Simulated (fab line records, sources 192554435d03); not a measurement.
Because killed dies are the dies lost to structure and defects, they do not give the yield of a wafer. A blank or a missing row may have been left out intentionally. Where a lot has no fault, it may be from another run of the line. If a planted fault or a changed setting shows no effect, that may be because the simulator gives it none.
Code-filled problem report in 8D (eight disciplines) form    flow n5-finfet    the parts of the form that need people (team, actions taken, sign-off) are left out

== 1. THE PROBLEM ==
Mean of spin-speed-rpm at N5_BEOL_M2_COAT_62: 2085.8 rpm across 6 wafers in 2 lots; on wafers with no fault it is 1499.8 rpm (standard deviation 1). That is +99 or more standard deviations from the usual mean.
The step: time 60 s, resist thk 12 nm.
Earliest sighting: wafer L121.1 on litho-track-04 at day 10 01:22. The record holds 27 wafers of 9 lots with a number at this step. The rule behind "out" and "out of limits": a value lying over 4 standard deviations away from the usual mean. All remaining wafers that have a number are taken as sound.

== 2. WHAT THIS IS AND IS NOT ==
question                     is                      is not
which readings at this step  spin-speed-rpm          -
which lots                   L121, L124              L107, L108, L110, L112, L127, L129, L130
which wafers of those lots   all that have a number  -
read on which tools          litho-track-04          litho-track-02, litho-track-03
when                         from day 10 01:22       up to then (12 sound wafers); but 9 sound wafers of L127, L129, L130 came after

== 3. WHAT RULES OUT EACH SUSPECT ==
Counting: a tool stays on the suspect list if, at a process step up to the reading, it processed all lots that are out and no sound lot following the first of them.
- cvd-co-02 at N5_BEOL_M1_PRE_CLEAN_60 (time 15 s): ruled out as a lasting fault. The sound lots L130 went through it after L121, its earliest lot that is out (day 9 21:33).
- cvd-co-02 at N5_BEOL_M1_CO_CAP_55 (material Co, precursor CCTBA/H2, target thk 2 nm, time 102.1 s): ruled out as a lasting fault. The sound lots L130 went through it after L121, its earliest lot that is out (day 9 21:35).
- litho-track-04 at N5_BEOL_M2_COAT_62 (time 60 s, resist thk 12 nm): kept. It processed each lot that is out, first L121 at day 10 01:22, and no sound lot thereafter; up to then, the last sound lot it processed was L108 at day 7 01:52. Its own readings are out on those wafers: spin-speed-rpm.
After counting, what remains is litho-track-04 at N5_BEOL_M2_COAT_62.

== 4. THE CAUSE (what the simulator had put in) ==
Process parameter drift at N5_BEOL_M2_COAT_62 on litho-track-04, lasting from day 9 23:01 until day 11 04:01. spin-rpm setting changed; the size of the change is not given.
Counting left only this tool.

== 5. THE EFFECT CHAIN, in route order ==
Rows list readings where the struck wafers' mean (over those with a number) sits beyond 3 standard deviations from the usual. Scope: only readings with a usual standard deviation given in the record; hours: median across lots of the time from each lot's start at the first step in this table that gives one to its start at this step; sigmas: change in usual standard deviations.
hours  step                reading            usual       on struck wafers  change  sigmas
0      N5_BEOL_M2_COAT_62  spin-speed-rpm     1499.8 rpm  2085.8            +586.0  +99 or more
1      N5_BEOL_M2_ETCH_63  etch-rf-on-time-s  26.0 s      21.9              -4.1    -6.4
It contains these process steps:
- N5_BEOL_M2_COAT_62: time 60 s, resist thk 12 nm.
- N5_BEOL_M2_ETCH_63: etches SiARC in CF4, target depth 15.6 nm, time 26 s.
At these later measuring or inspecting steps, every struck wafer for which the step has a row has a number for every such reading, and none has moved that far: N5_BEOL_M4_RC_MEAS_101.

== 6. WHAT WOULD HAVE CAUGHT IT SOONER ==
In this record no reading fell out of limits until day 10 01:22, 2 hours after the fault had begun at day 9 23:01.
